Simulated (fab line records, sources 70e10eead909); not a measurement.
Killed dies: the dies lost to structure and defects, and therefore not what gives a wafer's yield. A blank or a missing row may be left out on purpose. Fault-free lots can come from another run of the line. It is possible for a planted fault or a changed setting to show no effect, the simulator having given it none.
fab line records ; flow nandHarc
[record] lots = 5; wafers = 15; lastDay = 25
route steps=1159 shown P_ZERO_WELL@14
lots with no fault: from the same line, run without faults
startH: hours from the record's opening day to when the first of the lot's shown wafers began ; waitH: hours elapsed since this lot's preceding step ; " the same as in the row above ; L1.1+2: a row that stands for several wafers ; - value missing, or start not given ; * or withheld: withheld ; < > ~ a bound
route shown NAME@n: names a module that has steps shown in the file, with the first one's number in the route ; usual: the fault-free wafers' mean and standard deviation ; same: alike in all rows ; chamber/n: place in a boat ; sites: the reading at each site ; _std_site: how widely they spread, as a standard deviation ; _edge_site: the outer-site mean with the inner-site mean subtracted ; radiusMm: how far each site lies from the wafer's centre ; mask NAME#n: copy n ; behind: the tool/chamber that last shaped the wafer ; hold: cause of the lot's hold/its duration in hours/its outcome ; device: transistor that didn't switch, given as n, p or np ; end of line: tests run on the same wafers once the route is complete ; a step with no rows: only its recipe ; killed: the dies lost at the first sort to structure and to defects; this is not the yield of the wafer ; map: a wafer's dies, x killed, . not, _ none there
set.NAME: the run value of the setting; set.NAME@STEP: its run value at that earlier step ; model.NAME: the simulator's own value behind a step, which no gauge read
lots seen at some steps along the route; tables by step, rows by wafer
services: the hour from which a tool's chamber was out of use, counted from the record's first day as startH (under 0 if before that day), plus the number of hours and why
[[steps]]
[step NHARC_P_ZERO_WELL_CD_MEAS_11]
[recipe] targetCdNm = 500; landingEnergyEv = 500
[usual] cdNm = 500.2/1.4
lot.wafer;tool;chamber;startH;waitH;cdNm
L503.1;cdSem-03;0;13.12;-;501.2
L503.5;cdSem-03;0;13.12;-;500.9
L503.6;cdSem-03;0;13.12;-;500.3
L508.2;cdSem-01;0;43.12;-;500.4
L508.4;cdSem-01;0;43.12;-;501.1
L508.6;cdSem-01;0;43.12;-;500.3
L509.1;cdSem-01;0;49.24;-;500.6
L509.4;cdSem-01;0;49.24;-;498.9
L509.5;cdSem-01;0;49.24;-;500.2
L523.4;cdSem-03;0;133.42;-;497.4
L523.5;cdSem-03;0;133.42;-;500.0
L523.6;cdSem-03;0;133.42;-;500.1
L526.1;cdSem-03;0;151.24;-;500.4
L526.4;cdSem-03;0;151.24;-;499.8
L526.5;cdSem-03;0;151.24;-;501.1
[step NHARC_P_ZERO_WELL_HARDBAKE_12]
[recipe] tempC = 118; timeS = 65
[step NHARC_P_ZERO_WELL_DESCUM_13]
[recipe] timeS = 3; o2FlowSccm = 200; arFlowSccm = 0; biasPowerW = 0; chemistry = O2
[usual] drypumpMotorCurrentA = 5.8/0.57; oesProductAu = 1.002/0.0093; rfVppV = 57.9/0.87; showerheadPlenumPTorr = 1.94/0.07; throttleValvePct = 11.311/0.01
[same] timeS = 3
lot.wafer;tool;chamber;startH;waitH;drypumpMotorCurrentA;oesProductAu;rfHoursCounterH;rfVppV;showerheadPlenumPTorr;throttleValvePct
L503.1;rieDiel-10;2;13.27;-;5.1;0.986;1;57.6;1.90;11.309
L503.6;rieDiel-10;2;13.27;-;5.1;0.990;-;56.5;1.90;11.314
L503.5;rieDiel-10;3;13.27;-;6.8;0.998;-;58.6;1.85;11.301
L508.2;rieDiel-05;0;43.29;-;5.7;1.006;3;58.6;1.88;11.310
L508.4;rieDiel-05;1;43.29;-;6.2;1.001;3;58.8;1.91;11.313
L508.6;rieDiel-05;2;43.29;-;5.2;1.005;-;56.4;2.04;11.322
L509.4;rieDiel-05;1;49.42;-;6.2;1.025;3;58.9;1.91;11.308
L509.1;rieDiel-05;2;49.42;-;5.2;1.009;3;58.7;2.04;11.321
L509.5;rieDiel-05;0;49.42;-;5.6;1.012;-;57.6;1.88;11.324
L523.4;rieDiel-06;3;133.60;-;6.7;0.998;4;58.5;1.85;11.314
L523.5;rieDiel-06;0;133.60;-;6.4;1.003;-;59.0;1.98;11.313
L523.6;rieDiel-06;1;133.60;-;4.8;1.006;-;57.4;1.95;11.323
L526.4;rieDiel-10;2;151.41;-;5.1;0.993;12;57.1;1.90;11.309
L526.1;rieDiel-10;1;151.41;-;5.3;1.002;12;58.6;1.95;11.318
L526.5;rieDiel-10;3;151.41;-;6.8;0.998;-;56.7;1.85;11.324
[step NHARC_P_ZERO_WELL_ETCH_65]
[recipe] targetDepthA = 800; overetchA = 240; timeS = 87.88; ionEnergyEv = 200; n2FlowSccm = 150; h2FlowSccm = 150; arFlowSccm = 0; rfW = 400; biasW = 150; chemistry = N2/H2
[usual] drypumpMotorCurrentA = 5.8/0.57; oesProductAu = 1.002/0.0083; rfVppV = 431.2/2.3; showerheadPlenumPTorr = 2.06/0.077; throttleValvePct = 14.171/0.0091
[same] timeS = 87.88
lot.wafer;tool;chamber;startH;waitH;drypumpMotorCurrentA;oesProductAu;rfHoursCounterH;rfVppV;showerheadPlenumPTorr;throttleValvePct
L503.1;rieDiel-10;3;13.37;0.1;6.8;0.989;1;429.9;1.97;14.164
L503.6;rieDiel-10;2;13.37;0.1;5.1;0.995;-;429.7;2.02;14.162
L503.5;rieDiel-10;3;13.37;0.1;6.8;0.999;-;428.8;1.97;14.198
L508.4;rieDiel-05;3;43.36;0.1;6.1;1.003;3;433.8;2.18;14.169
L508.2;rieDiel-05;1;43.36;0.1;6.2;1.019;3;431.3;2.04;14.179
L508.6;rieDiel-05;3;43.36;0.1;6.1;0.998;-;433.4;2.18;14.169
L509.4;rieDiel-05;3;49.50;0.1;6.1;0.995;3;434.5;2.18;14.173
L509.1;rieDiel-05;1;49.50;0.1;6.2;1.006;3;431.6;2.04;14.157
L509.5;rieDiel-05;3;49.50;0.1;6.1;1.006;-;434.2;2.18;14.181
L523.4;rieDiel-06;1;133.67;0.1;4.8;1.001;4;430.4;2.07;14.167
L523.5;rieDiel-06;3;133.67;0.1;6.7;0.997;-;427.6;1.97;14.174
L523.6;rieDiel-06;0;133.67;0.1;6.4;0.992;-;432.1;2.11;14.170
L526.1;rieDiel-10;2;151.51;0.1;5.1;0.990;12;429.5;2.02;14.169
L526.4;rieDiel-10;3;151.51;0.1;6.8;0.998;13;427.3;1.97;14.169
L526.5;rieDiel-10;1;151.51;0.1;5.3;0.999;-;434.2;2.08;14.182
[step NHARC_P_ZERO_WELL_ETCH_62]
[recipe] targetDepthA = 130; timeS = 6.5; chf3FlowSccm = 50; arFlowSccm = 200; rfW = 500; biasW = 200; chemistry = CHF3/Ar
[usual] drypumpMotorCurrentA = 5.8/0.56; oesProductAu = 0.966/0.012; rfVppV = 371.2/2.1; showerheadPlenumPTorr = 2.37/0.082; throttleValvePct = 20.217/0.0085
[same] timeS = 6.5
lot.wafer;tool;chamber;startH;waitH;drypumpMotorCurrentA;oesProductAu;rfHoursCounterH;rfVppV;showerheadPlenumPTorr;throttleValvePct
L503.1;rieDiel-10;3;-;-;6.8;0.964;1;369.4;2.27;20.212
L503.6;rieDiel-10;0;-;-;5.7;0.972;-;369.4;2.33;20.222
L503.5;rieDiel-10;1;-;-;5.3;0.969;-;371.8;2.39;20.219
L508.4;rieDiel-05;3;-;-;6.1;0.957;3;375.4;2.50;20.220
L508.2;rieDiel-05;0;-;-;5.7;0.981;3;369.9;2.31;20.201
L508.6;rieDiel-05;0;-;-;5.7;0.984;-;368.6;2.31;20.212
L509.1;rieDiel-05;3;-;-;6.1;0.961;3;373.7;2.50;20.209
L509.4;rieDiel-05;0;-;-;5.7;0.967;3;368.3;2.31;20.221
L509.5;rieDiel-05;1;-;-;6.1;0.964;-;372.3;2.34;20.216
L523.4;rieDiel-06;1;-;-;4.8;0.969;4;370.6;2.38;20.225
L523.5;rieDiel-06;2;-;-;5.7;0.976;-;368.2;2.26;20.228
L523.6;rieDiel-06;3;-;-;6.7;0.977;-;368.5;2.27;20.207
L526.4;rieDiel-10;1;-;-;5.3;0.976;12;371.1;2.39;20.216
L526.1;rieDiel-10;3;-;-;6.8;0.954;13;368.7;2.26;20.200
L526.5;rieDiel-10;0;-;-;5.7;0.975;-;369.2;2.32;20.213
[step NHARC_P_ZERO_WELL_ETCH_63]
[recipe] targetDepthA = 1200; timeS = 40.1; hbrFlowSccm = 150; cl2FlowSccm = 50; rfW = 400; icpW = 400; biasW = 100; chemistry = HBr/Cl2
[usual] drypumpMotorCurrentA = 5.7/0.36; oesProductAu = 1.001/0.0069; throttleValvePct = 26.406/0.0089
[same] timeS = 40.1
lot.wafer;tool;chamber;startH;waitH;drypumpMotorCurrentA;oesProductAu;rfHoursCounterH;throttleValvePct
L503.1;rieSi-01;1;13.54;-;5.4;0.996;0.5;26.404
L503.6;rieSi-01;0;13.54;-;5.2;1.011;-;26.389
L503.5;rieSi-01;1;13.54;-;5.4;1.004;-;26.387
L508.2;rieSi-03;0;43.57;-;5.8;1.000;0.6;26.397
L508.6;rieSi-03;1;43.57;-;5.3;1.007;-;26.406
L508.4;rieSi-03;3;43.57;-;5.9;1.003;-;26.403
L509.4;rieSi-04;3;49.68;-;6.3;1.006;0.8;26.414
L509.1;rieSi-04;0;49.68;-;5.3;1.004;0.9;26.404
L509.5;rieSi-04;3;49.68;-;6.3;1.000;-;26.402
L523.4;rieSi-04;1;133.84;-;5.5;1.005;0.3;26.397
L523.6;rieSi-04;0;133.84;-;5.4;0.983;-;26.400
L523.5;rieSi-04;1;133.84;-;5.5;0.990;-;26.415
L526.4;rieSi-03;2;151.70;-;6.1;0.998;1.5;26.414
L526.1;rieSi-03;3;151.70;-;5.9;1.003;1.7;26.416
L526.5;rieSi-03;1;151.70;-;5.3;1.006;-;26.418
[step NHARC_P_ZERO_WELL_STRIP_15]
[recipe] timeS = 900; tempC = 130; chemistry = SPM
[step NHARC_P_ZERO_WELL_DEHYDRATE_16]
[recipe] tempC = 150; timeS = 120
[step NHARC_P_ZERO_WELL_HMDS_17]
[recipe] timeS = 30
[step NHARC_P_ZERO_WELL_COAT_18]
[recipe] spinRpm = withheld
[step NHARC_P_ZERO_WELL_SOFTBAKE_19]
[recipe] tempC = 122; timeS = 95
[step NHARC_P_ZERO_WELL_EBR_20]
[step NHARC_P_ZERO_WELL_EXPOSE_21]
[recipe] na = 0.6; targetCdNm = 720; doseMj = 22.31; maskId = P_NWELL
[usual] stageVelMmS = 500.05/0.25
lot.wafer;tool;chamber;startH;waitH;mask;stageVelMmS
L503.1;krfScanner-03;0;14.30;-;P_NWELL#0;500.00
L503.5;krfScanner-03;0;14.30;-;P_NWELL#0;499.85
L503.6;krfScanner-03;0;14.30;-;P_NWELL#0;500.09
L508.2;krfScanner-01;0;44.33;-;P_NWELL#0;499.83
L508.4;krfScanner-01;0;44.33;-;P_NWELL#0;500.03
L508.6;krfScanner-01;0;44.33;-;P_NWELL#0;499.89
L509.1;krfScanner-03;0;50.45;-;P_PWELL#0;499.98
L509.4;krfScanner-03;0;50.45;-;P_PWELL#0;500.09
L509.5;krfScanner-03;0;50.45;-;P_PWELL#0;500.12
L523.4;krfScanner-04;0;134.49;-;P_NWELL#0;499.87
L523.5;krfScanner-04;0;134.49;-;P_NWELL#0;500.06
L523.6;krfScanner-04;0;134.49;-;P_NWELL#0;500.11
L526.1;krfScanner-04;0;152.44;-;P_NWELL#0;500.02
L526.4;krfScanner-04;0;152.44;-;P_NWELL#0;500.25
L526.5;krfScanner-04;0;152.44;-;P_NWELL#0;500.17
[step NHARC_P_ZERO_WELL_PEB_22]
[recipe] pebTempC = 118; pebTimeS = 85
[step NHARC_P_ZERO_WELL_DEVELOP_23]
[recipe] timeS = 70
[step NHARC_P_ZERO_WELL_CD_MEAS_24]
[recipe] targetCdNm = 720; landingEnergyEv = 500
[usual] cdNm = 719.9/1.3
lot.wafer;tool;chamber;startH;waitH;cdNm
L503.1;cdSem-02;0;14.46;-;717.9
L503.5;cdSem-02;0;14.46;-;718.2
L503.6;cdSem-02;0;14.46;-;720.0
L508.2;cdSem-02;0;44.49;-;721.5
L508.4;cdSem-02;0;44.49;-;719.2
L508.6;cdSem-02;0;44.49;-;719.1
L509.1;cdSem-03;0;50.62;-;-
L509.4;cdSem-03;0;50.62;-;-
L509.5;cdSem-03;0;50.62;-;-
L523.4;cdSem-02;0;134.64;-;720.1
L523.5;cdSem-02;0;134.64;-;720.7
L523.6;cdSem-02;0;134.64;-;720.5
L526.1;cdSem-01;0;152.60;-;720.1
L526.4;cdSem-01;0;152.60;-;718.7
L526.5;cdSem-01;0;152.60;-;719.9
[step NHARC_P_ZERO_WELL_HARDBAKE_25]
[recipe] tempC = 125; timeS = 80
[[services]]
tool;chamber;startH;hours;kind
rieDiel-05;0;-4.40;-;clean
rieDiel-05;1;-4.40;-;clean
rieDiel-05;2;-4.40;-;clean
rieDiel-05;3;-4.40;-;clean
krfScanner-03;-;-4.00;4.0;pm
krfScanner-01;-;-2.31;0.3;repair
rieDiel-10;-;-0.50;9.0;pm
rieDiel-06;3;6.99;20.7;repair
krfScanner-04;-;9.36;0.8;repair
krfScanner-01;-;10.03;0.4;repair
rieSi-03;2;27.00;28.3;repair
rieSi-01;1;41.18;2.5;repair
krfScanner-03;-;56.02;0.6;repair
rieDiel-05;2;58.96;4.0;repair
rieDiel-06;-;64.20;9.0;pm
rieSi-01;-;77.77;0.6;repair
rieSi-01;1;78.92;19.2;repair
krfScanner-04;-;84.62;4.0;pm
krfScanner-01;-;85.39;4.0;pm
rieSi-04;-;99.00;9.0;pm
rieSi-01;-;127.00;9.0;pm
krfScanner-03;-;131.76;2.0;repair
rieDiel-05;1;133.10;7.0;repair
krfScanner-01;-;146.01;1.8;repair
[[key]]
[firstSign] step = NHARC_P_ZERO_WELL_EXPOSE_21; reading = mask; direction = changed
[effect] step = NHARC_P_ZERO_WELL_CD_MEAS_24; reading = cdNm; direction = missing
metAt NHARC_P_ZERO_WELL_EXPOSE_21
struckWafers L509.1,L509.4,L509.5
laterRowsLeftOut L509.1,L509.4,L509.5
sortLeftOut L509.1,L509.4,L509.5
testerLeftOut L509
onsetBetween 14.30 50.45
[fault] kind = wrongMask; tool = any; chamber = -; onsetH = 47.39; steps = NHARC_P_ZERO_WELL_EXPOSE_21; auxCopy = P_PWELL#0; scope = struckLotsOnly
// testerLeftOut: of these lots the tester's yield and bins aren't shown, on N5 and GAA mostly nor the transistor test; their killed dies are dies lost to structure and defects alone, not to doping, threshold or leakage, so they don't give the yield
// sortLeftOut: the simulated sort isn't trusted on such a fault, so these wafers' sort isn't shown, and their yield isn't known
// laterRowsLeftOut: the simulator's readings of these wafers behind a module that went badly wrong aren't trusted and aren't shown, but for the sort
